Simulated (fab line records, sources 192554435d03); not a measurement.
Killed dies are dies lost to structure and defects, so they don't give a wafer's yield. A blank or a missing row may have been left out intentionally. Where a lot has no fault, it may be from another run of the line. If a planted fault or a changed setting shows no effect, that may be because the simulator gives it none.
fab line records / flow n5-finfet
record: lots: 6 wafers: 18 last-day: 16
route steps=1938 shown BEOL_M13@1697 PASSIVATION@1936
lots that met no fault: taken from a fault-free run of the same line
start-h: hours from the record's opening day to when the first of the lot's shown wafers began / wait-h: hours from the lot's prior step to this one / " unchanged from the row above / L1.1+2: several wafers, shown together as one row / - no value present, or no start provided / * or withheld: withheld / < > ~ a bound
route shown NAME@n: a module of which the file shows steps, and the number in the route of the first / usual: mean/standard deviation taken from wafers without a fault / same: alike in all rows / chamber/n: place in a boat / sites: the reading at each site / _std_site: how widely they spread, as a standard deviation / _edge_site: mean of outer sites minus mean of inner sites / radius-mm: how far each site lies from the wafer's centre / mask NAME#n: copy n / behind: tool/chamber where the wafer was last shaped / hold: what put the lot on hold/how long, in hours/how the hold closed / device: which transistor (n, p or np) failed to switch / end of line: the tests these same wafers got at the end of their route / where a step has no rows: the recipe by itself / killed: not the wafer's yield, but the dies lost to structure and defects at the first sort / map: shows each die of a wafer: x if killed, . if not, _ if none is there
set.NAME: setting as actually run; set.NAME@STEP: the setting as run at that earlier step / model.NAME: the simulator's own value behind a step, which no gauge read
a table for each step, a row for each wafer; lots at some steps of the route
services: from which hour (start-h, from the record's first day; less than 0 if before it) a tool's chamber was out of use, for how many hours, and why
== steps ==
step: N5_BEOL_M13_STRIP_70
recipe: chemistry: C4F8/O2/Ar resist: SiARC rf-frequency-hz: 6e+07
step: N5_BEOL_M13_OCD_MEAS_35
usual: trench-depth-nm: 411/6.3
lot.wafer=L476.2 tool=ocd-01 chamber=- start-h=258.36 wait-h=0.0 trench-depth-nm=408
lot.wafer=L476.3 tool=ocd-01 chamber=- start-h=258.36 wait-h=0.0 trench-depth-nm=426
lot.wafer=L476.6 tool=ocd-01 chamber=- start-h=258.36 wait-h=0.0 trench-depth-nm=426
lot.wafer=L484.1 tool=ocd-01 chamber=- start-h=301.58 wait-h=0.0 trench-depth-nm=412
lot.wafer=L484.2 tool=ocd-01 chamber=- start-h=301.58 wait-h=0.0 trench-depth-nm=413
lot.wafer=L484.4 tool=ocd-01 chamber=- start-h=301.58 wait-h=0.0 trench-depth-nm=409
lot.wafer=L485.1 tool=ocd-01 chamber=- start-h=310.45 wait-h=0.0 trench-depth-nm=413
lot.wafer=L485.2 tool=ocd-01 chamber=- start-h=310.45 wait-h=0.0 trench-depth-nm=410
lot.wafer=L485.3 tool=ocd-01 chamber=- start-h=310.45 wait-h=0.0 trench-depth-nm=409
lot.wafer=L493.3 tool=ocd-02 chamber=- start-h=352.70 wait-h=0.0 trench-depth-nm=403
lot.wafer=L493.5 tool=ocd-02 chamber=- start-h=352.70 wait-h=0.0 trench-depth-nm=412
lot.wafer=L493.6 tool=ocd-02 chamber=- start-h=352.70 wait-h=0.0 trench-depth-nm=411
lot.wafer=L492.3 tool=ocd-02 chamber=- start-h=359.21 wait-h=0.0 trench-depth-nm=410
lot.wafer=L492.4 tool=ocd-02 chamber=- start-h=359.21 wait-h=0.0 trench-depth-nm=413
lot.wafer=L492.6 tool=ocd-02 chamber=- start-h=359.21 wait-h=0.0 trench-depth-nm=406
lot.wafer=L495.1 tool=ocd-02 chamber=- start-h=367.53 wait-h=0.0 trench-depth-nm=419
lot.wafer=L495.4 tool=ocd-02 chamber=- start-h=367.53 wait-h=0.0 trench-depth-nm=402
lot.wafer=L495.5 tool=ocd-02 chamber=- start-h=367.53 wait-h=0.0 trench-depth-nm=411
step: N5_BEOL_M13_STRIP_37
recipe: chemistry: N2/H2 power-w: 1000 temp-c: 250 h2-frac: 0.65 overash-fraction: 0.3 pressure-mtorr: withheld n2-flow-sccm: 1750 h2-flow-sccm: 3250
step: N5_BEOL_M13_ETCH_38
recipe: chemistry: CF4/N2 target: SiCN target-depth-a: 675 taper-deg: 2 time-s: 71.9 ion-energy-ev: 150 mask-material: SiO2 pressure-mtorr: 40 source-w: 430 bias-w: 70 Ar_flow_sccm: 100 cf4-flow-sccm: 60 n2-flow-sccm: 60
usual: cf4-flow-sccm: 60.01/0.2 drypump-motor-current-A: 6.0/0.49 mfc-ar-sccm: 100.0/0.3 oes-product-au: 0.79/0.098 rf-vpp-V: 382.1/1.8 showerhead-plenum-p-Torr: 2.19/0.059 throttle-valve-pct: 15.5/0.32
same: time-s: 71.9
lot.wafer=L476.2 tool=rie-diel-04 chamber=1 start-h=260.19 wait-h=- cf4-flow-sccm=60.22 drypump-motor-current-A=6.4 mfc-ar-sccm=99.8 oes-product-au=0.83 rf-hours-counter-h=57 rf-vpp-V=381.1 showerhead-plenum-p-Torr=2.14 throttle-valve-pct=15.6
lot.wafer=L476.3 tool=rie-diel-04 chamber=3 start-h=260.19 wait-h=- cf4-flow-sccm=60.14 drypump-motor-current-A=5.6 mfc-ar-sccm=100.7 oes-product-au=0.74 rf-hours-counter-h=189 rf-vpp-V=385.5 showerhead-plenum-p-Torr=2.29 throttle-valve-pct=15.9
lot.wafer=L476.6 tool=rie-diel-04 chamber=2 start-h=260.19 wait-h=- cf4-flow-sccm=59.73 drypump-motor-current-A=5.1 mfc-ar-sccm=99.9 oes-product-au=0.82 rf-hours-counter-h=- rf-vpp-V=381.0 showerhead-plenum-p-Torr=2.16 throttle-valve-pct=15.5
lot.wafer=L484.1 tool=rie-diel-03 chamber=1 start-h=303.69 wait-h=- cf4-flow-sccm=60.22 drypump-motor-current-A=5.8 mfc-ar-sccm=100.1 oes-product-au=0.74 rf-hours-counter-h=204 rf-vpp-V=384.4 showerhead-plenum-p-Torr=2.26 throttle-valve-pct=15.7
lot.wafer=L484.2 tool=rie-diel-03 chamber=0 start-h=303.69 wait-h=- cf4-flow-sccm=60.04 drypump-motor-current-A=6.4 mfc-ar-sccm=99.3 oes-product-au=0.74 rf-hours-counter-h=200 rf-vpp-V=379.1 showerhead-plenum-p-Torr=2.09 throttle-valve-pct=15.5
lot.wafer=L484.4 tool=rie-diel-03 chamber=3 start-h=303.69 wait-h=- cf4-flow-sccm=59.99 drypump-motor-current-A=6.5 mfc-ar-sccm=99.9 oes-product-au=0.94 rf-hours-counter-h=17 rf-vpp-V=381.2 showerhead-plenum-p-Torr=2.15 throttle-valve-pct=15.1
lot.wafer=L485.1 tool=rie-diel-03 chamber=2 start-h=310.58 wait-h=- cf4-flow-sccm=59.82 drypump-motor-current-A=6.2 mfc-ar-sccm=100.1 oes-product-au=0.90 rf-hours-counter-h=32 rf-vpp-V=382.9 showerhead-plenum-p-Torr=2.21 throttle-valve-pct=14.9
lot.wafer=L485.2 tool=rie-diel-03 chamber=0 start-h=310.58 wait-h=- cf4-flow-sccm=60.04 drypump-motor-current-A=6.4 mfc-ar-sccm=99.9 oes-product-au=0.75 rf-hours-counter-h=202 rf-vpp-V=379.4 showerhead-plenum-p-Torr=2.09 throttle-valve-pct=15.5
lot.wafer=L485.3 tool=rie-diel-03 chamber=3 start-h=310.58 wait-h=- cf4-flow-sccm=60.05 drypump-motor-current-A=6.5 mfc-ar-sccm=100.0 oes-product-au=0.92 rf-hours-counter-h=19 rf-vpp-V=382.0 showerhead-plenum-p-Torr=2.15 throttle-valve-pct=15.2
lot.wafer=L493.3 tool=rie-diel-03 chamber=1 start-h=353.01 wait-h=- cf4-flow-sccm=59.93 drypump-motor-current-A=5.8 mfc-ar-sccm=100.3 oes-product-au=0.72 rf-hours-counter-h=219 rf-vpp-V=383.9 showerhead-plenum-p-Torr=2.25 throttle-valve-pct=15.7
lot.wafer=L493.5 tool=rie-diel-03 chamber=1 start-h=353.01 wait-h=- cf4-flow-sccm=59.83 drypump-motor-current-A=5.8 mfc-ar-sccm=100.1 oes-product-au=0.72 rf-hours-counter-h=- rf-vpp-V=383.5 showerhead-plenum-p-Torr=2.25 throttle-valve-pct=15.7
lot.wafer=L493.6 tool=rie-diel-03 chamber=0 start-h=353.01 wait-h=- cf4-flow-sccm=59.86 drypump-motor-current-A=6.4 mfc-ar-sccm=100.2 oes-product-au=0.73 rf-hours-counter-h=- rf-vpp-V=379.6 showerhead-plenum-p-Torr=2.09 throttle-valve-pct=15.5
lot.wafer=L492.3 tool=rie-diel-04 chamber=3 start-h=359.34 wait-h=- cf4-flow-sccm=60.16 drypump-motor-current-A=5.6 mfc-ar-sccm=100.1 oes-product-au=0.70 rf-hours-counter-h=216 rf-vpp-V=383.9 showerhead-plenum-p-Torr=2.28 throttle-valve-pct=16.0
lot.wafer=L492.4 tool=rie-diel-04 chamber=2 start-h=359.34 wait-h=- cf4-flow-sccm=60.09 drypump-motor-current-A=5.1 mfc-ar-sccm=100.0 oes-product-au=0.78 rf-hours-counter-h=100 rf-vpp-V=380.1 showerhead-plenum-p-Torr=2.15 throttle-valve-pct=15.5
lot.wafer=L492.6 tool=rie-diel-04 chamber=1 start-h=359.34 wait-h=- cf4-flow-sccm=60.07 drypump-motor-current-A=6.5 mfc-ar-sccm=100.0 oes-product-au=0.80 rf-hours-counter-h=- rf-vpp-V=379.9 showerhead-plenum-p-Torr=2.13 throttle-valve-pct=15.7
lot.wafer=L495.1 tool=rie-diel-03 chamber=2 start-h=368.97 wait-h=- cf4-flow-sccm=59.92 drypump-motor-current-A=6.2 mfc-ar-sccm=99.9 oes-product-au=0.88 rf-hours-counter-h=50 rf-vpp-V=382.3 showerhead-plenum-p-Torr=2.21 throttle-valve-pct=14.9
lot.wafer=L495.4 tool=rie-diel-03 chamber=3 start-h=368.97 wait-h=- cf4-flow-sccm=60.18 drypump-motor-current-A=6.5 mfc-ar-sccm=99.9 oes-product-au=0.90 rf-hours-counter-h=38 rf-vpp-V=378.5 showerhead-plenum-p-Torr=2.15 throttle-valve-pct=15.2
lot.wafer=L495.5 tool=rie-diel-03 chamber=3 start-h=368.97 wait-h=- cf4-flow-sccm=60.04 drypump-motor-current-A=6.5 mfc-ar-sccm=100.1 oes-product-au=0.90 rf-hours-counter-h=- rf-vpp-V=379.5 showerhead-plenum-p-Torr=2.15 throttle-valve-pct=15.2
step: N5_BEOL_M13_PRECLEAN_39
recipe: chemistry: residue-remover time-s: 60 temp-c: 40
step: N5_BEOL_M13_SRD_40
recipe: time-s: 30 temp-c: 23 rinse-liquid: diw dry: n2-spin spin-rpm: 1500 dry-time-s: 30
step: N5_BEOL_M13_DEGAS_41
recipe: ambient: vacuum temp-c: 250 time-s: 60
usual: heater-power-w: 327/33
same: time-s: 60
lot.wafer=L476.2 tool=pvd-sputter-03 chamber=- start-h=260.74 wait-h=0.4 heater-power-w=319
lot.wafer=L476.3 tool=pvd-sputter-03 chamber=- start-h=260.74 wait-h=0.4 heater-power-w=305
lot.wafer=L476.6 tool=pvd-sputter-03 chamber=- start-h=260.74 wait-h=0.4 heater-power-w=307
lot.wafer=L484.1 tool=pvd-sputter-01 chamber=- start-h=304.15 wait-h=0.3 heater-power-w=292
lot.wafer=L484.2 tool=pvd-sputter-01 chamber=- start-h=304.15 wait-h=0.3 heater-power-w=289
lot.wafer=L484.4 tool=pvd-sputter-01 chamber=- start-h=304.15 wait-h=0.3 heater-power-w=314
lot.wafer=L485.1 tool=pvd-sputter-03 chamber=- start-h=310.96 wait-h=0.2 heater-power-w=293
lot.wafer=L485.2 tool=pvd-sputter-03 chamber=- start-h=310.96 wait-h=0.2 heater-power-w=309
lot.wafer=L485.3 tool=pvd-sputter-03 chamber=- start-h=310.96 wait-h=0.2 heater-power-w=317
lot.wafer=L493.3 tool=pvd-sputter-02 chamber=- start-h=353.54 wait-h=0.4 heater-power-w=411
lot.wafer=L493.5 tool=pvd-sputter-02 chamber=- start-h=353.54 wait-h=0.4 heater-power-w=348
lot.wafer=L493.6 tool=pvd-sputter-02 chamber=- start-h=353.54 wait-h=0.4 heater-power-w=395
lot.wafer=L492.3 tool=pvd-sputter-03 chamber=- start-h=359.87 wait-h=0.4 heater-power-w=295
lot.wafer=L492.4 tool=pvd-sputter-03 chamber=- start-h=359.87 wait-h=0.4 heater-power-w=323
lot.wafer=L492.6 tool=pvd-sputter-03 chamber=- start-h=359.87 wait-h=0.4 heater-power-w=297
lot.wafer=L495.1 tool=pvd-sputter-01 chamber=- start-h=369.30 wait-h=0.2 heater-power-w=370
lot.wafer=L495.4 tool=pvd-sputter-01 chamber=- start-h=369.30 wait-h=0.2 heater-power-w=293
lot.wafer=L495.5 tool=pvd-sputter-01 chamber=- start-h=369.30 wait-h=0.2 heater-power-w=316
step: N5_BEOL_M13_PRE_CLEAN_42
recipe: gas: H2/He time-s: 30 temp-c: 250
usual: heater-power-w: 327/34
same: time-s: 30
lot.wafer=L476.2 tool=pvd-sputter-03 chamber=- start-h=260.78 wait-h=0.0 heater-power-w=319
lot.wafer=L476.3 tool=pvd-sputter-03 chamber=- start-h=260.78 wait-h=0.0 heater-power-w=303
lot.wafer=L476.6 tool=pvd-sputter-03 chamber=- start-h=260.78 wait-h=0.0 heater-power-w=309
lot.wafer=L484.1 tool=pvd-sputter-01 chamber=- start-h=304.19 wait-h=0.0 heater-power-w=293
lot.wafer=L484.2 tool=pvd-sputter-01 chamber=- start-h=304.19 wait-h=0.0 heater-power-w=298
lot.wafer=L484.4 tool=pvd-sputter-01 chamber=- start-h=304.19 wait-h=0.0 heater-power-w=320
lot.wafer=L485.1 tool=pvd-sputter-03 chamber=- start-h=311.00 wait-h=0.0 heater-power-w=297
lot.wafer=L485.2 tool=pvd-sputter-03 chamber=- start-h=311.00 wait-h=0.0 heater-power-w=313
lot.wafer=L485.3 tool=pvd-sputter-03 chamber=- start-h=311.00 wait-h=0.0 heater-power-w=314
lot.wafer=L493.3 tool=pvd-sputter-02 chamber=- start-h=353.58 wait-h=0.0 heater-power-w=398
lot.wafer=L493.5 tool=pvd-sputter-02 chamber=- start-h=353.58 wait-h=0.0 heater-power-w=359
lot.wafer=L493.6 tool=pvd-sputter-02 chamber=- start-h=353.58 wait-h=0.0 heater-power-w=398
lot.wafer=L492.3 tool=pvd-sputter-03 chamber=- start-h=359.91 wait-h=0.0 heater-power-w=291
lot.wafer=L492.4 tool=pvd-sputter-03 chamber=- start-h=359.91 wait-h=0.0 heater-power-w=330
lot.wafer=L492.6 tool=pvd-sputter-03 chamber=- start-h=359.91 wait-h=0.0 heater-power-w=295
lot.wafer=L495.1 tool=pvd-sputter-01 chamber=- start-h=369.34 wait-h=0.0 heater-power-w=376
lot.wafer=L495.4 tool=pvd-sputter-01 chamber=- start-h=369.34 wait-h=0.0 heater-power-w=295
lot.wafer=L495.5 tool=pvd-sputter-01 chamber=- start-h=369.34 wait-h=0.0 heater-power-w=310
step: N5_BEOL_M13_SPUTTER_43
recipe: material: TaN target-thk-a: 150 temp-c: 50 bias-v: 168.6 power-w: 15000 chamber-pressure-pa: 0.12 time-s: 24.19
step: N5_BEOL_M13_SPUTTER_44
recipe: material: Ta target-thk-a: 100 temp-c: 50 bias-v: 80 power-w: 15000 chamber-pressure-pa: 0.07 time-s: 16.13
usual: throttle-valve-pct: 30.1/1.4
same: time-s: 16.13
lot.wafer=L476.2 tool=pvd-sputter-03 chamber=- start-h=260.90 wait-h=0.0 throttle-valve-pct=29.9
lot.wafer=L476.3 tool=pvd-sputter-03 chamber=- start-h=260.90 wait-h=0.0 throttle-valve-pct=28.6
lot.wafer=L476.6 tool=pvd-sputter-03 chamber=- start-h=260.90 wait-h=0.0 throttle-valve-pct=28.7
lot.wafer=L484.1 tool=pvd-sputter-01 chamber=- start-h=304.31 wait-h=0.0 throttle-valve-pct=27.2
lot.wafer=L484.2 tool=pvd-sputter-01 chamber=- start-h=304.31 wait-h=0.0 throttle-valve-pct=28.9
lot.wafer=L484.4 tool=pvd-sputter-01 chamber=- start-h=304.31 wait-h=0.0 throttle-valve-pct=30.6
lot.wafer=L485.1 tool=pvd-sputter-03 chamber=- start-h=311.12 wait-h=0.0 throttle-valve-pct=28.0
lot.wafer=L485.2 tool=pvd-sputter-03 chamber=- start-h=311.12 wait-h=0.0 throttle-valve-pct=28.6
lot.wafer=L485.3 tool=pvd-sputter-03 chamber=- start-h=311.12 wait-h=0.0 throttle-valve-pct=30.0
lot.wafer=L493.3 tool=pvd-sputter-02 chamber=- start-h=353.70 wait-h=0.0 throttle-valve-pct=29.1
lot.wafer=L493.5 tool=pvd-sputter-02 chamber=- start-h=353.70 wait-h=0.0 throttle-valve-pct=31.6
lot.wafer=L493.6 tool=pvd-sputter-02 chamber=- start-h=353.70 wait-h=0.0 throttle-valve-pct=29.4
lot.wafer=L492.3 tool=pvd-sputter-03 chamber=- start-h=360.03 wait-h=0.0 throttle-valve-pct=28.2
lot.wafer=L492.4 tool=pvd-sputter-03 chamber=- start-h=360.03 wait-h=0.0 throttle-valve-pct=29.9
lot.wafer=L492.6 tool=pvd-sputter-03 chamber=- start-h=360.03 wait-h=0.0 throttle-valve-pct=27.9
lot.wafer=L495.1 tool=pvd-sputter-01 chamber=- start-h=369.46 wait-h=0.0 throttle-valve-pct=30.8
lot.wafer=L495.4 tool=pvd-sputter-01 chamber=- start-h=369.46 wait-h=0.0 throttle-valve-pct=27.5
lot.wafer=L495.5 tool=pvd-sputter-01 chamber=- start-h=369.46 wait-h=0.0 throttle-valve-pct=30.4
step: N5_BEOL_M13_SPUTTER_45
recipe: material: Cu target-thk-a: 800 temp-c: -20 bias-v: 60 power-w: 26000 chamber-pressure-pa: 0.13 time-s: 13.33
usual: throttle-valve-pct: 30.1/1.4
same: time-s: 13.33
lot.wafer=L476.2 tool=pvd-sputter-03 chamber=- start-h=260.98 wait-h=0.0 throttle-valve-pct=29.8
lot.wafer=L476.3 tool=pvd-sputter-03 chamber=- start-h=260.98 wait-h=0.0 throttle-valve-pct=28.6
lot.wafer=L476.6 tool=pvd-sputter-03 chamber=- start-h=260.98 wait-h=0.0 throttle-valve-pct=28.7
lot.wafer=L484.1 tool=pvd-sputter-01 chamber=- start-h=304.39 wait-h=0.0 throttle-valve-pct=27.4
lot.wafer=L484.2 tool=pvd-sputter-01 chamber=- start-h=304.39 wait-h=0.0 throttle-valve-pct=29.1
lot.wafer=L484.4 tool=pvd-sputter-01 chamber=- start-h=304.39 wait-h=0.0 throttle-valve-pct=30.6
lot.wafer=L485.1 tool=pvd-sputter-03 chamber=- start-h=311.20 wait-h=0.0 throttle-valve-pct=28.2
lot.wafer=L485.2 tool=pvd-sputter-03 chamber=- start-h=311.20 wait-h=0.0 throttle-valve-pct=28.7
lot.wafer=L485.3 tool=pvd-sputter-03 chamber=- start-h=311.20 wait-h=0.0 throttle-valve-pct=29.9
lot.wafer=L493.3 tool=pvd-sputter-02 chamber=- start-h=353.78 wait-h=0.0 throttle-valve-pct=29.3
lot.wafer=L493.5 tool=pvd-sputter-02 chamber=- start-h=353.78 wait-h=0.0 throttle-valve-pct=31.5
lot.wafer=L493.6 tool=pvd-sputter-02 chamber=- start-h=353.78 wait-h=0.0 throttle-valve-pct=29.1
lot.wafer=L492.3 tool=pvd-sputter-03 chamber=- start-h=360.11 wait-h=0.0 throttle-valve-pct=28.1
lot.wafer=L492.4 tool=pvd-sputter-03 chamber=- start-h=360.11 wait-h=0.0 throttle-valve-pct=29.7
lot.wafer=L492.6 tool=pvd-sputter-03 chamber=- start-h=360.11 wait-h=0.0 throttle-valve-pct=28.1
lot.wafer=L495.1 tool=pvd-sputter-01 chamber=- start-h=369.54 wait-h=0.0 throttle-valve-pct=30.5
lot.wafer=L495.4 tool=pvd-sputter-01 chamber=- start-h=369.54 wait-h=0.0 throttle-valve-pct=27.5
lot.wafer=L495.5 tool=pvd-sputter-01 chamber=- start-h=369.54 wait-h=0.0 throttle-valve-pct=30.5
step: N5_BEOL_M13_ECD_47
recipe: material: Cu target-thk-a: 9360
step: N5_BEOL_M13_ANNEAL_48
recipe: temp-c: 225 time-s: 90 ambient: N2
usual: anneal-temp-c: 225.00/0.18 anneal-temp-c-max: 226.29/0.27 time-s: 90/0 wafer_temp_C_max: 225.70/0.21
lot.wafer=L476.2 tool=rtp-anneal-01 chamber=0 start-h=261.30 wait-h=0.2 anneal-temp-c=224.96 anneal-temp-c-max=226.53 time-s=90 wafer_temp_C_max=225.78
lot.wafer=L476.3 tool=rtp-anneal-01 chamber=0 start-h=261.30 wait-h=0.2 anneal-temp-c=225.06 anneal-temp-c-max=226.40 time-s=90 wafer_temp_C_max=225.27
lot.wafer=L476.6 tool=rtp-anneal-01 chamber=0 start-h=261.30 wait-h=0.2 anneal-temp-c=224.85 anneal-temp-c-max=226.27 time-s=90 wafer_temp_C_max=225.38
lot.wafer=L484.1 tool=rtp-anneal-02 chamber=0 start-h=304.67 wait-h=0.1 anneal-temp-c=225.11 anneal-temp-c-max=226.80 time-s=90 wafer_temp_C_max=225.56
lot.wafer=L484.2 tool=rtp-anneal-02 chamber=0 start-h=304.67 wait-h=0.1 anneal-temp-c=225.00 anneal-temp-c-max=226.14 time-s=90 wafer_temp_C_max=225.78
lot.wafer=L484.4 tool=rtp-anneal-02 chamber=0 start-h=304.67 wait-h=0.1 anneal-temp-c=224.89 anneal-temp-c-max=226.04 time-s=90 wafer_temp_C_max=225.82
lot.wafer=L485.1 tool=rtp-anneal-01 chamber=0 start-h=311.48 wait-h=0.1 anneal-temp-c=225.42 anneal-temp-c-max=226.74 time-s=90 wafer_temp_C_max=225.69
lot.wafer=L485.2 tool=rtp-anneal-01 chamber=0 start-h=311.48 wait-h=0.1 anneal-temp-c=225.07 anneal-temp-c-max=226.65 time-s=90 wafer_temp_C_max=225.52
lot.wafer=L485.3 tool=rtp-anneal-01 chamber=0 start-h=311.48 wait-h=0.1 anneal-temp-c=225.05 anneal-temp-c-max=226.14 time-s=90 wafer_temp_C_max=225.57
lot.wafer=L493.3 tool=rtp-anneal-01 chamber=- start-h=354.15 wait-h=0.2 anneal-temp-c=- anneal-temp-c-max=- time-s=- wafer_temp_C_max=-
lot.wafer=L493.5 tool=rtp-anneal-01 chamber=- start-h=354.15 wait-h=0.2 anneal-temp-c=- anneal-temp-c-max=- time-s=- wafer_temp_C_max=-
lot.wafer=L493.6 tool=rtp-anneal-01 chamber=- start-h=354.15 wait-h=0.2 anneal-temp-c=- anneal-temp-c-max=- time-s=- wafer_temp_C_max=-
lot.wafer=L492.3 tool=rtp-anneal-01 chamber=- start-h=360.48 wait-h=0.2 anneal-temp-c=- anneal-temp-c-max=- time-s=- wafer_temp_C_max=-
lot.wafer=L492.4 tool=rtp-anneal-01 chamber=- start-h=360.48 wait-h=0.2 anneal-temp-c=- anneal-temp-c-max=- time-s=- wafer_temp_C_max=-
lot.wafer=L492.6 tool=rtp-anneal-01 chamber=- start-h=360.48 wait-h=0.2 anneal-temp-c=- anneal-temp-c-max=- time-s=- wafer_temp_C_max=-
lot.wafer=L495.1 tool=rtp-anneal-02 chamber=0 start-h=369.96 wait-h=0.3 anneal-temp-c=224.96 anneal-temp-c-max=226.14 time-s=90 wafer_temp_C_max=225.50
lot.wafer=L495.4 tool=rtp-anneal-02 chamber=0 start-h=369.96 wait-h=0.3 anneal-temp-c=224.99 anneal-temp-c-max=225.98 time-s=90 wafer_temp_C_max=225.59
lot.wafer=L495.5 tool=rtp-anneal-02 chamber=0 start-h=369.96 wait-h=0.3 anneal-temp-c=225.47 anneal-temp-c-max=226.67 time-s=90 wafer_temp_C_max=226.22
step: N5_BEOL_M13_CMP_49
recipe: stop-on: SiOC t-overpolish-s: 17.1 down-force-psi: 1 platen-rpm: 50 clearing-platen-down-force-psi: 1.5 clearing-platen-rpm: 50 post-cmp-clean: cu-alkaline target-thk-nm: 420 clearing-platen-pad-velocity-m-s: 0.99484 pad-velocity-m-s: 0.99484
step: N5_PASSIVATION_PROBE_49
usual: defect-limited-yield: 91.0/1.4 killed_at_M0_to_M3: 36/11 killed_at_M4_up: 13/5.4 killed-at-contacts: 12/6.4 killed-at-front-end: 41/13 killed-at-other: 2.9/2.3 killed-dies: 106/17 killed-open: 70/12 killed-short: 34/8.4 sort_bin_5_function: 5.2/1 sort_bin_6_memory: 3.4/0.63 sort_bin_8_speed: 0.1/0.49 sort-n-pass: 1074/18 sort-yield-pct: 91.0/1.6
same: gross-dies: 1180 killed-at-back-side: 0 sort_bin_4_leakage[%]: 0
lot.wafer=L485.1 tool=prober-01 chamber=- start-h=339.53 wait-h=0.0 defect-limited-yield[%]=93.0 killed_at_M0_to_M3=26 killed_at_M4_up=15 killed-at-contacts=9 killed-at-front-end=26 killed-at-other=7 killed-dies=83 killed-open=62 killed-short=21 sort_bin_5_function[%]=4.1 sort_bin_6_memory[%]=2.6 sort_bin_8_speed[%]=0 sort-n-pass=1097 sort-yield-pct[%]=93.0
lot.wafer=L485.2 tool=prober-01 chamber=- start-h=339.58 wait-h=0.1 defect-limited-yield[%]=94.2 killed_at_M0_to_M3=21 killed_at_M4_up=10 killed-at-contacts=12 killed-at-front-end=22 killed-at-other=3 killed-dies=68 killed-open=51 killed-short=17 sort_bin_5_function[%]=3.6 sort_bin_6_memory[%]=1.9 sort_bin_8_speed[%]=0 sort-n-pass=1112 sort-yield-pct[%]=94.2
lot.wafer=L485.3 tool=prober-01 chamber=- start-h=339.63 wait-h=0.1 defect-limited-yield[%]=91.3 killed_at_M0_to_M3=38 killed_at_M4_up=12 killed-at-contacts=16 killed-at-front-end=32 killed-at-other=5 killed-dies=103 killed-open=68 killed-short=35 sort_bin_5_function[%]=3.9 sort_bin_6_memory[%]=4.5 sort_bin_8_speed[%]=0 sort-n-pass=1077 sort-yield-pct[%]=91.3
lot.wafer=L493.3 tool=prober-02 chamber=- start-h=381.44 wait-h=0.1 defect-limited-yield[%]=90.2 killed_at_M0_to_M3=60 killed_at_M4_up=15 killed-at-contacts=6 killed-at-front-end=34 killed-at-other=1 killed-dies=116 killed-open=68 killed-short=45 sort_bin_5_function[%]=6.0 sort_bin_6_memory[%]=3.5 sort_bin_8_speed[%]=0 sort-n-pass=1064 sort-yield-pct[%]=90.2
lot.wafer=L493.5 tool=prober-02 chamber=- start-h=381.54 wait-h=0.2 defect-limited-yield[%]=89.2 killed_at_M0_to_M3=60 killed_at_M4_up=6 killed-at-contacts=19 killed-at-front-end=34 killed-at-other=8 killed-dies=127 killed-open=79 killed-short=45 sort_bin_5_function[%]=5.3 sort_bin_6_memory[%]=5.0 sort_bin_8_speed[%]=0 sort-n-pass=1053 sort-yield-pct[%]=89.2
lot.wafer=L493.6 tool=prober-02 chamber=- start-h=381.59 wait-h=0.3 defect-limited-yield[%]=90.6 killed_at_M0_to_M3=54 killed_at_M4_up=8 killed-at-contacts=20 killed-at-front-end=26 killed-at-other=3 killed-dies=111 killed-open=72 killed-short=38 sort_bin_5_function[%]=4.8 sort_bin_6_memory[%]=3.9 sort_bin_8_speed[%]=0 sort-n-pass=1069 sort-yield-pct[%]=90.6
killed by level:class
L485.1 BEOL_M2:geometric-particle:open=7 BEOL_M3:geometric-particle:open=7 STI_FIN_REVEAL:geometric-particle:open=6 MOL_CONTACT_COAG:geometric-particle:open=6 FIN_SAQP:geometric-particle:open=5 BEOL_M0_SAQP:geometric-particle:open=5 FIN_SAQP:geometric-particle:short=4 BEOL_M8:geometric-particle:open=4
L485.2 BEOL_M2:geometric-particle:open=12 MOL_CONTACT_COAG:geometric-particle:open=11 FIN_SAQP:geometric-particle:open=6 FIN_SAQP:geometric-particle:short=4 BEOL_M5:geometric-particle:open=4 STARTING-WAFER:geometric-particle:short=4 BEOL_M3:geometric-particle:open=3 BEOL_M0_SAQP:geometric-particle:open=3
L485.3 FIN_SAQP:geometric-particle:open=11 BEOL_M0_SAQP:geometric-particle:open=10 BEOL_M2:geometric-particle:open=10 MOL_CONTACT_COAG:geometric-particle:open=9 BEOL_M0_SAQP:geometric-particle:short=9 STI_FIN_REVEAL:geometric-particle:open=7 MOL_CONTACT_COAG:geometric-particle:short=7 FIN_SAQP:geometric-particle:short=3
L493.3 BEOL_M0_SAQP:geometric-particle:short=19 BEOL_M0_SAQP:geometric-particle:open=19 GATE_CUT:geometric-particle:short=6 MOL_CONTACT_COAG:geometric-particle:open=6 BEOL_M2:geometric-particle:open=6 DUMMY_GATE:geometric-particle:open=5 BEOL_M4:geometric-particle:short=5 BEOL_M1:geometric-particle:open=5
L493.5 BEOL_M0_SAQP:geometric-particle:open=21 BEOL_M0_SAQP:geometric-particle:short=15 MOL_CONTACT_COAG:geometric-particle:open=14 FIN_SAQP:geometric-particle:open=9 FIN_SAQP:geometric-particle:short=8 BEOL_M2:geometric-particle:open=8 BEOL_M1:geometric-particle:open=6 MOL_CONTACT_COAG:geometric-particle:short=4
L493.6 BEOL_M0_SAQP:geometric-particle:open=20 BEOL_M0_SAQP:geometric-particle:short=18 MOL_CONTACT_COAG:geometric-particle:open=14 MOL_CONTACT_COAG:geometric-particle:short=6 FIN_SAQP:geometric-particle:short=4 ILD0:geometric-particle:open=4 BEOL_M1:geometric-particle:open=4 BEOL_M2:geometric-particle:open=4
== services ==
tool=rie-diel-03 chamber=0 start-h=248.64 hours=2.4 kind=repair
tool=rie-diel-04 chamber=0 start-h=270.55 hours=4.8 kind=repair
tool=rie-diel-04 chamber=- start-h=287.94 hours=14.6 kind=pm
tool=rie-diel-03 chamber=0 start-h=321.20 hours=4.8 kind=repair
tool=pvd-sputter-01 chamber=- start-h=359.18 hours=6.8 kind=repair
== key ==
first-sign: step: N5_BEOL_M13_ANNEAL_48 reading: tool-record direction: missing
effect none on later readings
met-at N5_BEOL_M13_ANNEAL_48
struck-wafers L492.3,L492.4,L492.6,L493.3,L493.5,L493.6
onset-between 311.48 354.15
fault: kind: skipped-step-whole tool: rtp-anneal-01 chamber: - onset-h: 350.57 steps: N5_BEOL_M13_ANNEAL_48 scope: struck-lots-only
